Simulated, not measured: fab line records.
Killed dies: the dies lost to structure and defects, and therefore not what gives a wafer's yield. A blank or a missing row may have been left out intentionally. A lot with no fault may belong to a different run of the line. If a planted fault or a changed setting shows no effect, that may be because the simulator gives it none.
3 desks, one fault :: flow n5_finfet :: each desk holds nothing but its own numbers, with what lay behind them at the end

FOR THE TOOL OWNER'S DESK: rie_si-02
The tool's own readings at N5_SD_EPI_N_SD_RECESS_17 (chemistry HBr/Cl2/O2, target depth 41 nm, time 23.7 s, bt time 3 s): means of the sampled wafers that have a number, for each lot that ran on this tool. If a lot's mean is further than 4 standard deviations from the usual mean, the lot is out of limits and carries the mark OUT (the distance appears in the brackets).
Columns: A = drypump_motor_current_A at N5_SD_EPI_N_SD_RECESS_17, usual 5.6 A; B = oes_product_au at N5_SD_EPI_N_SD_RECESS_17, usual 0.997 a.u.; C = throttle_valve_pct at N5_SD_EPI_N_SD_RECESS_17, usual 37.0 %
lot: L929
first seen here: day 3 03:44
A: 5.7
B: 0.996
C: 36.5

lot: L944
first seen here: day 6 19:27
A: 5.4
B: 1.083 (+5.7) OUT
C: 36.1

lot: L945
first seen here: day 7 00:02
A: 5.3
B: 1.069 (+4.8) OUT
C: 36.9
This desk's finding: out of limits on L944, L945; first on L944, day 6 19:27 (oes_product_au at N5_SD_EPI_N_SD_RECESS_17). L929 stayed within limits.

AT THE METROLOGY DESK
Lot by lot, what the gauges showed, no matter which tool ran the lot: averages of those sampled wafers that carry a number. If a lot's mean is further than 4 standard deviations from the usual mean, the lot is out of limits and carries the mark OUT (the distance appears in the brackets).
Columns: A = cd_nm at N5_SD_EPI_N_CD_MEAS_09, usual 119.2 nm; B = SD_N_BLK_OVL at N5_SD_EPI_N_OVL_MEAS_10, usual -0.5 nm
lot: L929
first seen here: day 3 02:57
A: 118.7
B: -0.2

lot: L935
first seen here: day 4 11:13
A: 121.5
B: -1.0

lot: L942
first seen here: day 6 10:53
A: 119.1
B: -0.6

lot: L944
first seen here: day 6 18:41
A: 120.7
B: -1.2

lot: L945
first seen here: day 6 23:16
A: 117.8
B: -0.1

lot: L952
first seen here: day 8 19:14
A: 117.6
B: -0.3
Finding of this desk: none of the 6 lots has anything out of limits.

THE DEFECT DESK
Inspection counts along the route, by lot: the mean over sampled wafers that carry a number. If a lot's mean is further than 4 standard deviations from the usual mean, the lot is out of limits and carries the mark OUT (the distance appears in the brackets).
Columns: A = raw_defect_count at N5_SD_EPI_N_INSPECT_11, usual 2.2
lot: L929
first seen here: day 3 03:01
A: 2.3

lot: L935
first seen here: day 4 11:16
A: 2.3

lot: L942
first seen here: day 6 10:56
A: 3.7

lot: L944
first seen here: day 6 18:44
A: 3.5

lot: L945
first seen here: day 6 23:19
A: 0.5

lot: L952
first seen here: day 8 19:17
A: 1.0
Finding of this desk: none of the 6 lots has anything out of limits.

PUT TOGETHER
The tool owner's desk had the chance to raise an alarm at day 6 19:27 on L944, L945.
Metrology desk: nothing out of limits seen.
The defect desk saw nothing out of limits.
The metrology desk has L944, L945 on record, within its limits.
The defect desk has L944, L945 on record, within its limits.
Every lot named ran N5_SD_EPI_N_SD_RECESS_17 on rie_si-02.

WHAT THE SIMULATOR HAD INSERTED
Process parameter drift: rie_si-02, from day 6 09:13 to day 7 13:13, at N5_SD_EPI_N_SD_RECESS_17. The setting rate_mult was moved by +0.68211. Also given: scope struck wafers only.
Shown lots that were struck: L944, L945.
How many hours passed from the start of the fault until each desk's first out-of-limits reading: the tool owner's desk, 10.
